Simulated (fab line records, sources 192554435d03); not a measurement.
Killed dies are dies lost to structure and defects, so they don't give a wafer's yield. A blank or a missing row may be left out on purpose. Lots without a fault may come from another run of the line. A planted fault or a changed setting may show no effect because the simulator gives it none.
Chamber matching | flow n5_finfet | N5_BEOL_M6_CURE_75 on uv_cure-02: 3 sister chambers
The step cures SiCOH lowk, time 120 s. 18 wafers are shown with their chamber, then 9 later ones without.

WAFERS WITH THEIR CHAMBER
wafer  | chamber | wafer_temp_C_max | lamp_power_pct (%)
L074.1 | 0       | 371.3            | 52.25
L074.3 | 0       | 371.2            | 52.26
L074.5 | 0       | 371.1            | 52.24
L075.2 | 1       | 372.9            | 52.28
L075.3 | 1       | 373.1            | 52.28
L075.6 | 1       | 373.5            | 52.28
L082.2 | 2       | 371.7            | 52.30
L082.3 | 2       | 372.0            | 52.29
L082.5 | 2       | 372.8            | 52.32
L085.2 | 1       | 372.6            | 52.33
L085.3 | 1       | 372.5            | 52.23
L085.4 | 1       | 372.0            | 52.31
L083.3 | 1       | 373.3            | 52.28
L083.4 | 1       | 371.7            | 52.33
L083.5 | 1       | 372.6            | 52.26
L090.2 | 0       | 370.9            | 52.20
L090.3 | 0       | 371.7            | 52.38
L090.6 | 0       | 370.9            | 52.35

SIGNATURES (means of the wafers above)
reading          | chamber 0 | chamber 1 | chamber 2 | scatter within a chamber
wafer_temp_C_max | 371.183   | 372.689   | 372.167   | 0.506
lamp_power_pct   | 52.2800   | 52.2867   | 52.3033   | 0.047
Rule: a wafer's distance from a chamber is the root of the sum, over the readings, of the square of ((its reading less the chamber's mean) divided by the reading's scatter). The wafer belongs to the nearest chamber; if the next one is less than 2 further off, it can't be placed. The scatter: the root of (the sum of the squares of (reading less its chamber's mean) over the shown wafers, divided by (wafers less chambers)).

WAFERS WITHOUT THEIR CHAMBER
wafer  | wafer_temp_C_max | lamp_power_pct (%)
L092.1 | 371.5            | 52.34
L092.2 | 372.1            | 52.24
L092.6 | 372.1            | 52.35
L094.1 | 372.2            | 52.30
L094.2 | 373.2            | 52.35
L094.3 | 373.0            | 52.29
L097.1 | 373.4            | 52.27
L097.2 | 371.6            | 52.24
L097.5 | 373.3            | 52.27

WHICH CHAMBER EACH WENT THROUGH
wafer  | from the rows above          | in truth
L092.1 | can't be placed: 0 or 2 or 1 | 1
L092.2 | can't be placed: 2 or 1 or 0 | 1
L092.6 | can't be placed: 2 or 1 or 0 | 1
L094.1 | can't be placed: 2 or 1 or 0 | 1
L094.2 | can't be placed: 1 or 2      | 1
L094.3 | can't be placed: 1 or 2      | 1
L097.1 | can't be placed: 1 or 2      | 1
L097.2 | can't be placed: 0 or 2 or 1 | 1
L097.5 | can't be placed: 1 or 2      | 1
Placed correctly: 0 of 9. Can't be placed from these rows: 9 (the true chamber is among the candidates in 9). Placed wrongly: 0.
